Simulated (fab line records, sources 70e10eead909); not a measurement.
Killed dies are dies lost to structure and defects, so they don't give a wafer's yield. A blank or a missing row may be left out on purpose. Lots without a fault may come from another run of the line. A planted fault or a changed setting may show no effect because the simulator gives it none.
A struck lot beside a sound one | flow nand_harc | 14 steps out of a route of 1159
Sound: wafers L498.1, L498.3, L498.6. Struck: wafers L514.2, L514.3, L514.5. The cause comes at the end.
At each step with rows: each side's tool, then ch and its chambers, then its first start. Under that, the readings that differ: sound wafers | struck wafers | difference of the means | sigmas: that difference in standard deviations of wafers without a fault.
alike: readings whose means differ by less than 2 such deviations, and words and numbers that are the same on both sides. not compared: withheld readings, readings that some wafer has no value for, bounds like >300 that may hide the same value, and numbers for which the record gives no deviation and whose values overlap.
The two part at a step that has a row with sigmas, a row that says differs or no value, or rows on one side only. Numbers that don't overlap but have no deviation are shown without sigmas and don't part them. A reading that every wafer of one side lacks parts them only if that side has two wafers or more.

first, 1 step without rows for these wafers: NHARC_P_ZERO_WELL_HARDBAKE_38 (time 80 s).
NHARC_P_ZERO_WELL_DESCUM_39: chemistry O2, time 3 s.
  sound on rie_diel-12 ch 2,3, day 2 16:26; struck on rie_diel-13 ch 0,3, day 6 16:24
  reading                         | sound          | struck         | difference | sigmas
  showerhead_plenum_p_Torr (Torr) | 2.01 2.05 2.01 | 1.80 1.86 1.80 | -0.20      | -2
  alike: chamber_pressure_mTorr, drypump_motor_current_A, oes_product_au, rf_vpp_V, throttle_valve_pct
  not compared: rf_hours_counter_h
then, 10 steps without rows for these wafers: NHARC_P_ZERO_WELL_IMPLANT_40; NHARC_P_ZERO_WELL_IMPLANT_59; NHARC_P_ZERO_WELL_IMPLANT_60; NHARC_P_ZERO_WELL_STRIP_41 (strips in SPM, time 840 s); NHARC_P_ZERO_WELL_DEHYDRATE_44 (time 120 s); NHARC_P_ZERO_WELL_HMDS_45 (time 30 s); NHARC_P_ZERO_WELL_COAT_46; NHARC_P_ZERO_WELL_SOFTBAKE_47 (time 95 s); NHARC_P_ZERO_WELL_EBR_48; NHARC_P_ZERO_WELL_EXPOSE_49 (exposes mask P HVPW, target cd 2000 nm).
NHARC_P_ZERO_WELL_PEB_50: peb time 85 s.
  sound on litho_track-07 ch 0, day 2 17:49; struck on litho_track-02, day 6 17:47
  no value came back on the struck wafers for chill_plate_temp_C (C), exhaust_pa (Pa); on the sound wafers chill_plate_temp_C (C) reads 23.07 22.91 23.11
then, 1 step without rows for these wafers: NHARC_P_ZERO_WELL_DEVELOP_51 (time 70 s).

WHERE THEY PART
First at NHARC_P_ZERO_WELL_DESCUM_39; last, within this record, at NHARC_P_ZERO_WELL_PEB_50.

WHY: what the simulator had put in
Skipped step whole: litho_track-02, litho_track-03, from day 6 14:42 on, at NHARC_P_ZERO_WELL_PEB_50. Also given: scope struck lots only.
